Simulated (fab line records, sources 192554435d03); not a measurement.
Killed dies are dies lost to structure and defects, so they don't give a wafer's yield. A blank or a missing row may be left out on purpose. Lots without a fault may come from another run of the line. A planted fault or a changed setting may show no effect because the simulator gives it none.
Chamber matching | flow n5_finfet | N5_BEOL_M2_CO_CAP_55 on cvd_co-01: 3 sister chambers
The step material Co, precursor CCTBA/H2, target thk 2 nm, time 102.1 s. 3 wafers are shown with their chamber, then 12 later ones without.

WAFERS WITH THEIR CHAMBER
wafer  | chamber | heater_power_w (W)
L089.1 | 2       | 193
L089.5 | 0       | 284
L089.6 | 1       | 285

WAFERS WITHOUT THEIR CHAMBER
wafer  | heater_power_w (W)
L092.1 | 198
L092.2 | 282
L092.3 | 289
L093.1 | 197
L093.3 | 289
L093.4 | 293
L097.1 | 283
L097.2 | 193
L097.3 | 288
L097.4 | 194
L097.5 | 283
L097.6 | 289

WHICH CHAMBER EACH WENT THROUGH
wafer  | from the rows above     | in truth
L092.1 | 2                       | 2
L092.2 | can't be placed: 0 or 1 | 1
L092.3 | can't be placed: 1 or 0 | 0
L093.1 | 2                       | 2
L093.3 | can't be placed: 1 or 0 | 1
L093.4 | can't be placed: 1 or 0 | 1
L097.1 | can't be placed: 0 or 1 | 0
L097.2 | 2                       | 2
L097.3 | can't be placed: 1 or 0 | 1
L097.4 | 2                       | 2
L097.5 | can't be placed: 0 or 1 | 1
L097.6 | can't be placed: 1 or 0 | 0
Placed correctly: 4 of 12. Can't be placed from these rows: 8 (the true chamber is among the candidates in 8). Placed wrongly: 0.
How it was worked out, from the rows above alone: a wafer's distance from a chamber is the root of the sum, over the readings, of the square of ((its reading less the chamber's mean) divided by the reading's scatter). The wafer belongs to the nearest chamber; if the next one is less than 2 further off, it can't be placed. A chamber's mean is the mean of its shown wafers. The scatter: with one shown wafer a chamber, the root of the mean of the squares of how far each hidden wafer lies from its nearest shown one.
